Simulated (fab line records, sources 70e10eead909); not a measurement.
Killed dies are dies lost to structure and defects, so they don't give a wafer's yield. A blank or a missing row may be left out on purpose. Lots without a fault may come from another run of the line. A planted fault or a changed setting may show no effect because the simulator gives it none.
fab line records | flow nand_harc | part 1 of 2: steps 1 to 4 of 6
record lots=20 wafers=60 last_day=34
route steps=1302 shown A_STAIRCASE@834 A_SLIT@933
lots that met no fault: from a run of the same line without faults
start_h: hours from the record's first day to the start of the lot's first wafer shown | wait_h: hours since the lot's step before | " the same as in the row above | L1.1+2: a row that stands for several wafers | - no value, or no start given | * or withheld: withheld | < > ~ a bound
route shown NAME@n: a module of which the file shows steps, and the number in the route of the first | usual: mean/standard deviation of fault-free wafers | same: alike in all rows | chamber/n: place in a boat | sites: the reading at each site | _std_site: their standard deviation | _edge_site: outer sites' mean less inner sites' | radius_mm: how far each site lies from the wafer's centre | mask NAME#n: copy n | behind: the tool/chamber that last shaped the wafer | hold: why the lot was held/for how many hours/how that ended | device: the transistor (n, p or np) that didn't switch | end of line: the same wafers' tests at the end of the route | a step without rows: its recipe alone | killed: dies lost to structure and defects at the first sort, not the wafer's yield | map: a wafer's dies, x killed, . not, _ none there
set.NAME: the setting as run; set.NAME@STEP: as run at that earlier step | model.NAME: the simulator's own value behind a step, which no gauge read
steps of the route over a sample of lots; a table a step, a row a wafer
services: from which hour (start_h, from the record's first day; less than 0 if before it) a tool's chamber was out of use, for how many hours, and why
## steps
# step NHARC_A_STAIRCASE_ETCH_453
# recipe target_depth_a=300 overetch_a=30 time_s=16.5 ion_energy_ev=100 cf4_flow_sccm=80 o2_flow_sccm=20 ar_flow_sccm=0 rf_w=300 bias_w=100 chemistry=CF4/O2
# usual drypump_motor_current_A=5.8/0.54 oes_product_au=1.000/0.0098 rf_fwd_power_W=294.1/1.5 rf_vpp_V=198.5/1.3 showerhead_plenum_p_Torr=1.37/0.046 throttle_valve_pct=13.396/0.0091
# columns lot.wafer tool chamber start_h wait_h drypump_motor_current_A oes_product_au rf_fwd_power_W rf_hours_counter_h rf_vpp_V showerhead_plenum_p_Torr throttle_valve_pct
L074.3 rie_diel-02 2 - - 5.5 0.981 296.6 59 198.0 1.34 13.406
L074.1 " 3 " " 5.5 1.006 292.3 55 199.4 1.38 13.399
L074.5 " 2 " " 5.5 0.987 296.8 - 198.1 1.34 13.390
L076.4 rie_diel-04 0 - - 5.3 1.019 294.3 14 197.2 1.31 13.389
L076.1 " 1 " " 6.0 0.985 295.9 18 201.1 1.44 13.408
L076.6 " 1 " " 6.0 0.982 295.8 - 198.5 1.44 13.398
L078.4 rie_diel-02 1 - - 5.0 0.998 293.2 4 198.4 1.33 13.404
L078.3 " 3 " " 5.6 1.013 293.7 5 198.2 1.38 13.385
L078.6 " 1 " " 5.0 0.994 294.2 - 198.3 1.33 13.397
L077.3 rie_diel-04 0 - - 5.3 1.015 296.2 17 195.9 1.31 13.387
L077.5 " 2 " " 6.3 0.998 294.7 - 200.8 1.44 13.392
L077.6 " 3 " " 6.1 0.990 291.6 - 198.9 1.41 13.412
L079.4 rie_diel-12 2 - - 5.3 1.008 295.4 45 195.1 1.27 13.389
L079.1 " 1 " " 6.7 0.988 295.2 45 199.5 1.38 13.398
L079.5 " 3 " " 5.9 1.007 290.7 - 198.5 1.39 13.386
L080.4 rie_diel-02 3 - - 5.6 1.017 294.0 14 199.0 1.38 13.403
L080.2 " 2 " " 5.5 0.997 295.9 12 199.4 1.34 13.396
L080.6 " 0 " " 6.7 0.989 292.6 - 199.5 1.37 13.396
L083.2 rie_diel-02 3 - - 5.5 1.014 295.5 18 197.6 1.37 13.411
L083.1 " 0 " " 6.6 1.001 292.0 20 200.1 1.37 13.399
L083.3 " 1 " " 5.1 1.012 295.6 19 199.0 1.33 13.406
L082.3 rie_diel-12 0 - - 5.8 1.011 294.1 2 199.5 1.45 13.399
L082.6 " 0 " " 5.8 1.013 292.8 - 199.9 1.45 13.408
L082.5 " 1 " " 6.7 1.010 295.1 - 197.9 1.38 13.405
L084.2 rie_diel-04 1 - - 6.0 1.002 295.1 46 200.3 1.44 13.415
L084.3 " 2 " " 6.3 1.008 294.8 46 200.0 1.44 13.390
L084.6 " 0 " " 5.3 1.010 295.3 - 196.9 1.30 13.409
L085.4 rie_diel-04 3 - - 6.1 1.006 293.9 47 197.6 1.41 13.411
L085.6 " 0 " " 5.3 1.021 293.7 - 197.0 1.30 13.413
L085.5 " 1 " " 6.0 0.980 293.5 - 199.5 1.43 13.395
L086.2 rie_diel-04 0 - - 5.3 1.013 294.0 45 196.2 1.30 13.390
L086.5 " 2 " " 6.3 1.006 295.4 - 200.5 1.43 13.391
L086.6 " 3 " " 6.0 0.995 293.2 - 200.4 1.41 13.394
L087.2 rie_diel-02 0 - - 6.7 0.987 292.8 38 199.5 1.37 13.394
L087.3 " 1 " " 5.1 0.998 294.2 35 196.0 1.33 13.411
L087.6 " 1 " " 5.0 1.005 293.7 - 197.1 1.33 13.407
L088.4 rie_diel-02 2 - - 5.5 1.000 296.2 43 197.2 1.33 13.389
L088.3 " 0 " " 6.7 0.983 292.7 45 198.7 1.37 13.383
L088.6 " 3 " " 5.5 1.013 294.8 - 197.1 1.37 13.375
L091.4 rie_diel-04 1 - - 6.0 0.996 295.3 0 200.2 1.43 13.414
L091.1 " 3 " " 6.0 1.002 291.2 0 199.5 1.40 13.400
L091.6 " 1 " " 6.0 1.003 296.4 - 200.3 1.43 13.380
L092.3 rie_diel-02 3 - - 5.6 1.008 294.4 52 198.7 1.37 13.401
L092.4 " 1 " " 5.0 0.989 295.1 51 196.8 1.32 13.390
L092.5 " 3 " " 5.6 1.013 294.6 - 198.6 1.37 13.381
L093.2 rie_diel-02 2 - - 5.5 0.990 293.8 51 197.8 1.33 13.394
L093.4 " 3 " " 5.6 1.009 292.9 53 199.4 1.37 13.378
L093.3 " 0 " " 6.7 0.992 291.4 55 199.4 1.36 13.414
L094.4 rie_diel-04 0 - - 5.3 1.003 295.2 10 195.4 1.30 13.394
L094.5 " 3 " " 6.1 0.998 294.5 - 199.0 1.40 13.406
L094.6 " 0 " " 5.3 1.008 293.9 - 198.2 1.30 13.393
L096.4 rie_diel-02 2 - - 5.5 1.002 295.0 5 198.2 1.33 13.396
L096.1 " 3 " " 5.6 0.990 292.9 5 200.0 1.36 13.410
L096.5 " 2 " " 5.5 1.003 295.0 - 197.5 1.33 13.393
L095.2 rie_diel-12 0 - - 5.8 1.020 293.0 53 200.4 1.43 13.397
L095.4 " 3 " " 5.9 1.003 291.7 45 197.9 1.38 13.390
L095.5 " 0 " " 5.8 1.009 292.1 - 200.4 1.43 13.402
L097.3 rie_diel-02 3 - - 5.6 0.996 294.4 13 199.2 1.36 13.406
L097.1 " 0 " " 6.7 0.997 292.6 13 198.7 1.36 13.401
L097.5 " 0 " " 6.7 0.998 290.8 - 198.9 1.36 13.397
# step NHARC_A_STAIRCASE_DESCUM_443
# recipe time_s=3 o2_flow_sccm=200 ar_flow_sccm=0 bias_power_w=0 chemistry=O2
# usual drypump_motor_current_A=5.9/0.49 oes_product_au=1.000/0.01 rf_vpp_V=58.0/0.76 showerhead_plenum_p_Torr=1.97/0.076 throttle_valve_pct=11.310/0.0079
# columns lot.wafer tool chamber start_h wait_h drypump_motor_current_A oes_product_au rf_hours_counter_h rf_vpp_V showerhead_plenum_p_Torr throttle_valve_pct
L074.3 rie_diel-04 3 438.75 - 6.1 1.004 28 58.2 2.02 11.307
L074.1 " 0 " " 5.3 1.024 21 57.2 1.87 11.321
L074.5 " 2 " " 6.3 0.992 - 57.8 2.07 11.298
L076.4 rie_diel-04 2 453.21 - 6.3 1.018 36 58.9 2.06 11.307
L076.1 " 1 " " 6.0 0.994 34 59.2 2.06 11.306
L076.6 " 2 " " 6.3 0.996 - 59.3 2.06 11.312
L078.4 rie_diel-04 1 459.61 - 6.0 0.985 36 57.9 2.06 11.314
L078.3 " 3 " " 6.1 0.997 37 59.3 2.02 11.310
L078.6 " 1 " " 6.0 0.987 - 60.3 2.06 11.299
L079.1 rie_diel-12 2 468.39 - 5.3 1.009 3 57.7 1.82 11.302
L079.4 " 0 " " 5.8 0.997 2 58.1 2.08 11.306
L079.5 " 2 " " 5.3 1.010 - 57.8 1.82 11.321
L077.3 rie_diel-04 2 468.54 - 6.3 0.985 43 59.2 2.06 11.313
L077.6 " 2 " " 6.3 0.994 - 57.6 2.06 11.299
L077.5 " 3 " " 6.1 0.990 - 57.5 2.02 11.317
L080.4 rie_diel-02 0 488.73 - 6.7 0.989 26 58.4 1.97 11.313
L080.2 " 3 " " 5.6 1.012 25 57.7 1.97 11.299
L080.6 " 0 " " 6.7 0.994 - 57.6 1.97 11.319
L082.3 rie_diel-12 1 507.18 - 6.7 0.991 18 57.0 1.97 11.303
L082.5 " 1 " " 6.7 0.989 - 58.4 1.97 11.305
L082.6 " 3 " " 5.9 0.999 - 57.4 1.99 11.324
L083.1 rie_diel-02 2 507.35 - 5.5 0.992 31 56.0 1.91 11.310
L083.3 " 0 " " 6.7 0.987 31 58.6 1.97 11.316
L083.2 " 1 " " 5.0 0.994 28 58.9 1.91 11.308
L084.2 rie_diel-12 3 524.81 - 5.9 1.004 23 58.2 1.98 11.304
L084.3 " 2 " " 5.2 1.008 15 58.5 1.82 11.305
L084.6 " 3 " " 5.9 1.006 - 58.1 1.98 11.288
L085.4 rie_diel-12 2 537.25 - 5.3 1.003 20 57.4 1.82 11.320
L085.6 " 3 " " 5.9 1.005 - 57.0 1.98 11.316
L085.5 " 0 " " 5.8 1.003 - 56.5 2.07 11.319
L086.2 rie_diel-02 0 547.76 - 6.7 0.992 48 58.9 1.96 11.299
L086.5 " 3 " " 5.6 1.007 - 58.1 1.96 11.321
L086.6 " 0 " " 6.7 0.983 - 57.3 1.96 11.303
L087.2 rie_diel-12 2 561.98 - 5.3 1.023 29 58.4 1.81 11.305
L087.3 " 0 " " 5.8 1.010 38 57.4 2.06 11.311
L087.6 " 2 " " 5.3 1.023 - 57.5 1.81 11.312
L088.3 rie_diel-04 3 575.01 - 6.0 0.988 7 59.0 2.01 11.311
L088.4 " 0 " " 5.3 1.012 6 57.9 1.86 11.315
L088.6 " 2 " " 6.3 0.993 - 58.2 2.05 11.315
L091.1 rie_diel-04 2 593.86 - 6.3 0.991 14 58.3 2.05 11.307
L091.4 " 0 " " 5.3 1.012 15 56.7 1.86 11.317
L091.6 " 2 " " 6.3 0.987 - 57.8 2.05 11.305
L093.4 rie_diel-04 3 608.97 - 6.1 0.994 20 59.0 2.01 11.317
L093.3 " 0 " " 5.3 1.009 21 58.2 1.85 11.316
L093.2 " 2 " " 6.3 0.987 20 59.0 2.05 11.309
L092.3 rie_diel-02 3 609.23 - 5.6 1.014 6 57.5 1.96 11.311
L092.4 " 1 " " 5.0 0.990 7 56.1 1.89 11.318
L092.5 " 3 " " 5.5 1.006 - 59.1 1.96 11.319
L094.4 rie_diel-02 2 619.90 - 5.5 1.001 10 57.5 1.90 11.329
L094.5 " 3 " " 5.6 1.006 - 58.2 1.96 11.302
L094.6 " 0 " " 6.6 0.993 - 57.0 1.95 11.314
L096.4 rie_diel-04 0 645.10 - 5.3 1.015 31 57.5 1.85 11.307
L096.1 " 2 " " 6.3 0.991 33 58.5 2.04 11.303
L096.5 " 0 " " 5.3 1.016 - 57.8 1.85 11.303
L095.4 rie_diel-02 3 645.25 - 5.6 0.999 21 57.1 1.95 11.317
L095.2 " 2 " " 5.5 0.998 23 57.9 1.90 11.309
L095.5 " 0 " " 6.7 0.988 - 58.7 1.95 11.300
L097.3 rie_diel-12 3 667.00 - 5.9 1.021 7 57.7 1.97 11.309
L097.1 " 2 " " 5.3 0.995 8 57.8 1.80 11.320
L097.5 " 0 " " 5.8 1.010 - 58.8 2.05 11.312
# step NHARC_A_STAIRCASE_ETCHBACK_157
# recipe target_depth_a=900 over_etch_frac=0.3 time_s=167.14 ion_energy_ev=120 ch3f_flow_sccm=50 o2_flow_sccm=30 ar_flow_sccm=200 rf_w=500 bias_w=100 chemistry=CH3F/O2
# usual drypump_motor_current_A=5.9/0.49 oes_product_au=0.97/0.034 rf_fwd_power_W=498.0/1.4 rf_vpp_V=245.1/1.5 showerhead_plenum_p_Torr=2.52/0.1 throttle_valve_pct=20.663/0.0095
# columns lot.wafer tool chamber start_h wait_h drypump_motor_current_A oes_product_au rf_fwd_power_W rf_hours_counter_h rf_vpp_V showerhead_plenum_p_Torr throttle_valve_pct
L074.1 rie_diel-12 2 445.12 0.3 5.3 0.93 500.3 53 241.5 2.35 20.652
L074.3 " 0 " " 5.8 0.92 497.8 53 243.1 2.28 20.658
L074.5 " 2 " " 5.3 0.92 498.6 - 243.0 2.35 20.667
L076.1 rie_diel-02 3 459.56 0.2 5.5 0.99 497.6 17 245.0 2.53 20.656
L076.4 " 0 " " 6.7 0.98 496.9 19 245.9 2.53 20.655
L076.6 " 2 " " 5.5 0.99 498.9 - 244.6 2.47 20.667
L078.3 rie_diel-04 0 465.81 0.2 5.3 1.01 500.2 34 243.6 2.40 20.682
L078.4 " 3 " " 6.0 0.99 497.3 39 246.5 2.59 20.676
L078.6 " 0 " " 5.3 1.01 499.4 - 243.2 2.40 20.660
L079.1 rie_diel-04 1 474.52 0.2 6.0 0.92 497.3 44 245.0 2.64 20.676
L079.4 " 2 " " 6.3 0.93 498.6 45 247.4 2.64 20.670
L079.5 " 1 " " 6.0 0.92 498.7 - 247.7 2.64 20.649
L077.3 rie_diel-02 2 474.85 0.2 5.5 1.00 497.9 22 245.4 2.46 20.669
L077.6 " 3 " " 5.6 1.00 497.8 - 245.6 2.53 20.665
L077.5 " 0 " " 6.6 0.99 500.2 - 245.8 2.53 20.662
L080.4 rie_diel-04 2 494.90 0.1 6.3 0.92 501.3 50 246.1 2.64 20.652
L080.2 " 0 " " 5.3 0.94 496.9 42 243.4 2.40 20.659
L080.6 " 2 " " 6.3 0.93 499.2 - 246.8 2.64 20.661
L083.1 rie_diel-04 2 513.68 0.2 6.3 1.00 497.0 55 246.6 2.64 20.671
L083.3 " 0 " " 5.3 1.02 497.9 46 244.4 2.40 20.652
L083.2 " 1 " " 6.0 0.99 498.0 53 247.2 2.64 20.677
L082.3 rie_diel-04 0 514.26 0.1 5.4 0.97 497.9 46 242.8 2.40 20.652
L082.6 " 0 " " 5.3 0.97 497.5 - 243.5 2.40 20.634
L082.5 " 1 " " 6.0 0.94 497.4 - 245.4 2.64 20.658
L084.2 rie_diel-02 1 531.00 0.1 5.1 0.93 498.0 40 245.0 2.44 20.652
L084.3 " 2 " " 5.5 0.93 497.6 41 245.4 2.46 20.675
L084.6 " 1 " " 5.0 0.93 497.0 - 245.2 2.44 20.665
L085.4 rie_diel-12 3 543.50 0.2 5.9 1.01 497.3 31 244.0 2.54 20.667
L085.6 " 0 " " 5.8 1.01 497.2 - 246.4 2.65 20.655
L085.5 " 1 " " 6.7 1.00 499.0 - 245.4 2.52 20.665
L086.2 rie_diel-04 1 553.93 0.2 6.0 0.98 497.1 3 246.3 2.63 20.651
L086.6 " 1 " " 6.1 1.00 497.3 - 246.7 2.64 20.667
L086.5 " 2 " " 6.3 0.99 497.1 - 245.5 2.63 20.653
L087.2 rie_diel-12 3 568.17 0.2 5.9 0.98 498.4 37 245.0 2.54 20.661
L087.3 " 1 " " 6.7 0.98 498.4 46 244.3 2.51 20.666
L087.6 " 0 " " 5.8 0.98 496.0 - 246.7 2.64 20.649
L088.3 rie_diel-12 2 581.11 0.1 5.3 0.98 501.7 37 242.7 2.33 20.654
L088.4 " 0 " " 5.8 0.96 499.3 48 247.4 2.64 20.668
L088.6 " 3 " " 5.9 0.96 495.1 - 245.5 2.54 20.657
L091.1 rie_diel-12 2 600.11 0.2 5.3 0.95 502.2 41 242.6 2.33 20.661
L091.6 " 0 " " 5.8 0.95 497.2 - 246.4 2.64 20.658
L091.4 " 1 " " 6.7 0.93 499.4 - 245.7 2.51 20.658
L093.2 rie_diel-02 0 615.17 0.2 6.7 1.00 497.6 10 244.0 2.51 20.665
L093.4 " 1 " " 5.1 0.99 497.3 12 243.9 2.43 20.651
L093.3 " 2 " " 5.5 1.00 499.0 10 243.7 2.45 20.664
L092.4 rie_diel-04 1 615.48 0.2 6.0 0.95 496.3 25 245.8 2.62 20.669
L092.3 " 2 " " 6.3 0.93 496.6 24 245.4 2.62 20.666
L092.5 " 0 " " 5.3 0.96 496.7 - 241.8 2.38 20.638
L094.4 rie_diel-04 3 626.14 0.1 6.1 0.97 497.5 25 245.4 2.57 20.664
L094.5 " 3 " " 6.1 0.98 494.2 - 246.3 2.57 20.663
L094.6 " 0 " " 5.3 0.99 499.6 - 243.9 2.38 20.664
L096.4 rie_diel-12 1 651.24 0.2 6.7 1.00 498.1 4 245.3 2.51 20.667
L096.1 " 2 " " 5.3 0.99 499.7 5 241.9 2.33 20.660
L096.5 " 3 " " 5.9 1.01 499.6 - 246.2 2.53 20.667
L095.2 rie_diel-12 1 651.47 0.1 6.7 1.00 500.0 4 244.7 2.51 20.664
L095.4 " 3 " " 5.9 1.02 496.6 5 245.9 2.53 20.675
L095.5 " 1 " " 6.7 1.00 498.7 - 244.6 2.51 20.657
L097.1 rie_diel-12 1 673.20 0.1 6.7 0.99 497.4 12 243.5 2.50 20.677
L097.3 " 3 " " 5.9 1.01 499.1 9 244.7 2.53 20.659
L097.5 " 1 " " 6.7 1.00 497.6 - 246.0 2.50 20.653
# step NHARC_A_STAIRCASE_DEP_471
# recipe target_thk_a=1000 temp_c=400 pressure_torr=6.5 rf_w=900 teos_flow_sccm=161.4 flow_sccm=2650 target_thk_nm=100 gas=O2 material=SiO2
# usual heater_power_outer_w=342/58 heater_power_w=605/100 rf_fwd_power_W=896.1/2.6 susceptor_temp_C=400.04/0.25 throttle_valve_pct=16.0/0.51
# columns lot.wafer tool chamber start_h wait_h heater_power_outer_w heater_power_w rf_fwd_power_W susceptor_temp_C throttle_valve_pct
L074.3 pecvd-01 1 445.38 - 423 789 898.5 399.76 16.9
L074.1 " 0 " " 318 574 897.4 400.07 15.6
L074.5 " 2 " " 257 468 895.9 399.90 15.8
L076.1 pecvd-02 0 459.85 - 487 811 893.1 400.07 16.6
L076.4 " 2 " " 310 552 895.5 400.03 15.2
L076.6 " 0 " " 344 645 889.6 400.24 16.8
L078.3 pecvd-01 0 466.12 - 299 556 894.3 400.33 15.5
L078.6 " 0 " " 308 568 897.3 400.54 15.5
L078.4 " 1 " " 352 699 897.8 400.10 16.7
L079.1 pecvd-02 1 474.84 - 351 589 898.2 400.26 15.9
L079.5 " 0 " " 477 829 895.9 399.98 16.7
L079.4 " 1 " " 350 606 891.9 399.83 15.8
L077.3 pecvd-02 2 475.10 - 343 585 894.5 400.41 15.0
L077.5 " 2 " " 340 581 896.1 400.06 15.4
L077.6 " 0 " " 358 663 898.3 400.20 16.5
L080.2 pecvd-03 0 495.23 - 369 657 893.5 399.67 16.0
L080.4 " 0 " " 382 666 896.5 400.06 16.1
L080.6 " 0 " " 391 680 897.8 399.85 15.7
L083.1 pecvd-01 1 513.96 - 370 745 891.5 399.91 16.3
L083.3 " 2 " " 290 514 901.6 399.97 15.9
L083.2 " 0 " " 369 637 898.8 400.43 15.2
L082.3 pecvd-02 1 514.54 - 283 512 891.7 399.85 15.8
L082.5 " 2 " " 292 518 895.6 400.12 15.4
L082.6 " 0 " " 387 682 895.1 400.10 16.9
L084.3 pecvd-01 1 531.27 - 424 821 894.4 399.74 16.4
L084.2 " 2 " " 234 449 897.5 400.17 15.8
L084.6 " 2 " " 238 448 897.1 400.21 15.7
L085.4 pecvd-03 0 543.80 - 411 688 897.8 399.83 16.4
L085.5 " 0 " " 426 700 896.7 399.68 16.0
L085.6 " 1 " " 316 526 895.3 399.84 16.1
L086.2 pecvd-01 2 554.26 - 236 452 898.1 399.96 16.0
L086.6 " 2 " " 243 449 898.7 399.94 15.9
L086.5 " 0 " " 383 646 897.0 400.37 15.4
L087.2 pecvd-02 0 568.45 - 452 782 896.4 400.35 17.2
L087.3 " 2 " " 366 643 894.3 399.67 15.4
L087.6 " 0 " " 453 772 893.7 400.30 17.0
L088.3 pecvd-01 2 581.42 - 236 424 890.4 400.28 16.1
L088.4 " 1 " " 370 737 899.5 400.13 16.4
L088.6 " 2 " " 242 443 897.7 400.39 16.4
L091.1 pecvd-01 2 600.82 - 244 452 892.9 399.57 16.3
L091.6 " 0 " " 367 654 897.6 399.87 15.3
L091.4 " 2 " " 251 462 893.2 399.68 16.4
L093.2 pecvd-03 1 615.51 - 243 440 895.7 400.12 15.8
L093.3 " 1 " " 261 453 895.4 400.65 15.6
L093.4 " 1 " " 265 459 898.4 400.66 15.3
L092.3 pecvd-02 1 615.79 - 271 483 899.8 399.99 15.8
L092.4 " 0 " " 443 755 896.1 400.01 16.1
L092.5 " 1 " " 273 499 896.1 400.10 15.9
L094.4 pecvd-03 0 626.51 - 348 589 894.2 399.71 16.5
L094.5 " 0 " " 364 601 893.1 399.76 16.8
L094.6 " 1 " " 345 559 894.7 400.06 15.8
L096.1 pecvd-01 2 651.48 - 254 453 897.5 399.92 16.8
L096.5 " 0 " " 343 592 899.2 400.06 15.6
L096.4 " 1 " " 327 695 895.5 400.22 16.3
L095.2 pecvd-03 2 651.75 - 283 500 898.7 399.94 15.2
L095.5 " 2 " " 279 495 900.3 400.12 15.2
L095.4 " 0 " " 331 577 898.2 399.50 16.6
L097.1 pecvd-02 0 673.50 - 380 690 894.4 400.05 16.1
L097.3 " 2 " " 344 592 896.1 399.94 15.7
L097.5 " 0 " " 374 691 893.9 400.08 16.2
